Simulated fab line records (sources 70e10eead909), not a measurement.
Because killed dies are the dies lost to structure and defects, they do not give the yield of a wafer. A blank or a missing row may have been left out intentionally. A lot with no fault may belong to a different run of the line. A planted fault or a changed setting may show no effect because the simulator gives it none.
Struck lot and sound lot, side by side    flow nand harc    43 steps out of a route of 1159
Sound: wafers L891.1, L891.2, L891.6. The struck wafers were L905.1, L905.5, L905.6. Last of all comes the cause.
For every step that has rows: the tool of each side, followed by ch and its chambers, followed by its first start. Under that, the readings that differ: sound wafers    struck wafers    difference of the means    sigmas: that difference in standard deviations of wafers without a fault.
alike: same words and numbers on both sides, and readings whose means sit less than 2 such deviations apart. not compared: any withheld reading, any reading some wafer has no value for, any bound like >300 that may hide the same value, and any number with overlapping values for which the record gives no deviation.
The two part at a step that has a row with sigmas, a row that says differs or no value, or rows on one side only. Non-overlapping numbers with no deviation appear without sigmas and do not part them. A reading that every wafer of one side lacks parts them only if that side has two wafers or more.

NHARC_P_ZERO_WELL_CD_MEAS_11: the cd target is 500 nm.
  sound on cd sem-03 ch 0, day 3 01:15; struck on cd sem-01 ch 0, day 6 13:15
  alike: cd nm
then, 1 step without rows for these wafers: NHARC_P_ZERO_WELL_HARDBAKE_12 (time 65 s).
NHARC_P_ZERO_WELL_DESCUM_13: chemistry O2, time 3 s.
  sound on rie diel-03 ch 0,1,2, day 3 01:25; struck on rie diel-13 ch 0,2,3, day 6 13:26
  alike: drypump motor current A, mfc ar sccm, oes product au, rf vpp V, showerhead plenum p Torr, throttle valve pct
  not compared: rf hours counter h
NHARC_P_ZERO_WELL_ETCH_65: etches the open film in N2/H2, target depth 80 nm, overetch 24 nm, time 87.88 s.
  sound on rie diel-03 ch 0,2,3, day 3 01:29; struck on rie diel-13 ch 0,1,3, day 6 13:31
  alike: drypump motor current A, mfc ar sccm, oes product au, rf vpp V, showerhead plenum p Torr, throttle valve pct
  not compared: rf hours counter h
NHARC_P_ZERO_WELL_ETCH_62: etches the open film in CHF3/Ar, target depth 13 nm, time 6.5 s.
  sound: rie diel-03 ch 0,1,3; struck: rie diel-13 ch 1,2
reading                sound              struck             difference  sigmas
oes product au (a.u.)  0.967 0.969 0.954  0.915 0.931 0.914  -0.043      -3
  alike: drypump motor current A, mfc ar sccm, rf vpp V, showerhead plenum p Torr, throttle valve pct
  not compared: rf hours counter h
then, 7 steps without rows for these wafers: NHARC_P_ZERO_WELL_ETCH_63 (etches the open film in HBr/Cl2, target depth 120 nm, time 40.1 s); NHARC_P_ZERO_WELL_STRIP_15 (strips in SPM, time 900 s); NHARC_P_ZERO_WELL_DEHYDRATE_16 (time 120 s); NHARC_P_ZERO_WELL_HMDS_17 (time 30 s); NHARC_P_ZERO_WELL_COAT_18; NHARC_P_ZERO_WELL_SOFTBAKE_19 (time 95 s); NHARC_P_ZERO_WELL_EBR_20.
NHARC_P_ZERO_WELL_EXPOSE_21: exposes mask P NWELL, target cd 720 nm.
  sound on krf scanner-02 ch 0, day 3 02:19; struck on krf scanner-03 ch 0, day 6 14:27
reading                              sound                 struck             difference  sigmas
model.P_ZERO_WELL.overlay x nm (nm)  -4.379 -4.379 -4.379  99.92 99.92 99.92  +104.30     
  alike: mask, reticle temp C
then, 2 steps without rows for these wafers: NHARC_P_ZERO_WELL_PEB_22 (peb time 85 s); NHARC_P_ZERO_WELL_DEVELOP_23 (time 70 s).
NHARC_P_ZERO_WELL_CD_MEAS_24: the cd target is 720 nm.
  sound on cd sem-01 ch 0, day 3 02:29; struck on cd sem-01 ch 0, day 6 14:36
  alike: cd nm
then, 1 step without rows for these wafers: NHARC_P_ZERO_WELL_HARDBAKE_25 (time 80 s).
NHARC_P_ZERO_WELL_DESCUM_26: chemistry O2, time 3 s.
  sound on rie diel-13 ch 0,3, day 3 02:38; struck on rie diel-03 ch 1,2, day 6 14:47
reading                sound              struck             difference  sigmas
oes product au (a.u.)  1.000 1.009 0.995  0.977 0.991 0.973  -0.021      -2
  alike: drypump motor current A, mfc ar sccm, rf vpp V, showerhead plenum p Torr, throttle valve pct
  not compared: rf hours counter h
then, 12 steps without rows for these wafers: NHARC_P_ZERO_WELL_IMPLANT_27; NHARC_P_ZERO_WELL_IMPLANT_57; NHARC_P_ZERO_WELL_IMPLANT_58; NHARC_P_ZERO_WELL_STRIP_28 (strips in SPM, time 840 s); NHARC_P_ZERO_WELL_DEHYDRATE_29 (time 120 s); NHARC_P_ZERO_WELL_HMDS_30 (time 30 s); NHARC_P_ZERO_WELL_COAT_31; NHARC_P_ZERO_WELL_SOFTBAKE_32 (time 95 s); NHARC_P_ZERO_WELL_EBR_33; NHARC_P_ZERO_WELL_EXPOSE_34 (exposes mask P PWELL, target cd 720 nm); NHARC_P_ZERO_WELL_PEB_35 (peb time 85 s); NHARC_P_ZERO_WELL_DEVELOP_36 (time 70 s).
NHARC_P_ZERO_WELL_CD_MEAS_37: the cd target is 720 nm.
  sound on cd sem-01 ch 0, day 3 04:07; struck on cd sem-03 ch 0, day 6 16:17
  alike: cd nm
then, 1 step without rows for these wafers: NHARC_P_ZERO_WELL_HARDBAKE_38 (time 80 s).
NHARC_P_ZERO_WELL_DESCUM_39: chemistry O2, time 3 s.
  sound on rie diel-03 ch 1,2, day 3 04:17; struck on rie diel-13 ch 0,1, day 6 16:28
reading                sound              struck             difference  sigmas
oes product au (a.u.)  0.996 0.986 0.982  1.007 1.012 1.019  +0.025      +2
  alike: drypump motor current A, mfc ar sccm, rf vpp V, showerhead plenum p Torr, throttle valve pct
  not compared: rf hours counter h
then, 9 steps without rows for these wafers: NHARC_P_ZERO_WELL_IMPLANT_40; NHARC_P_ZERO_WELL_IMPLANT_59; NHARC_P_ZERO_WELL_IMPLANT_60; NHARC_P_ZERO_WELL_STRIP_41 (strips in SPM, time 840 s); NHARC_P_ZERO_WELL_DEHYDRATE_44 (time 120 s); NHARC_P_ZERO_WELL_HMDS_45 (time 30 s); NHARC_P_ZERO_WELL_COAT_46; NHARC_P_ZERO_WELL_SOFTBAKE_47 (time 95 s); NHARC_P_ZERO_WELL_EBR_48.
-- break in the record here, with 17 days between the starts of the struck wafers on either side (left off in module P_ZERO_WELL, picked up again in module END, where the first step shown is number 1159 on the route) --
NHARC_END_SORT_01:
  sound on prober-01 ch 0, day 20 14:20; struck on prober-01 ch 0, day 23 18:26
reading              sound  struck                                                                      difference                    sigmas
hold                 - - -  await dispo/8.1h/release await dispo/8.1h/release await dispo/8.1h/release  no value on the sound wafers  
killed at other      5 2 7  0 0 1                                                                       -4                            -4
killed at periphery  3 4 3  22 26 47                                                                    +28                           +13
  alike: killed at array, killed dies, killed open, killed short

== WHERE THEY PART ==
First at NHARC_P_ZERO_WELL_ETCH_62; last, within this record, at NHARC_END_SORT_01.

WHY: the cause the simulator had injected
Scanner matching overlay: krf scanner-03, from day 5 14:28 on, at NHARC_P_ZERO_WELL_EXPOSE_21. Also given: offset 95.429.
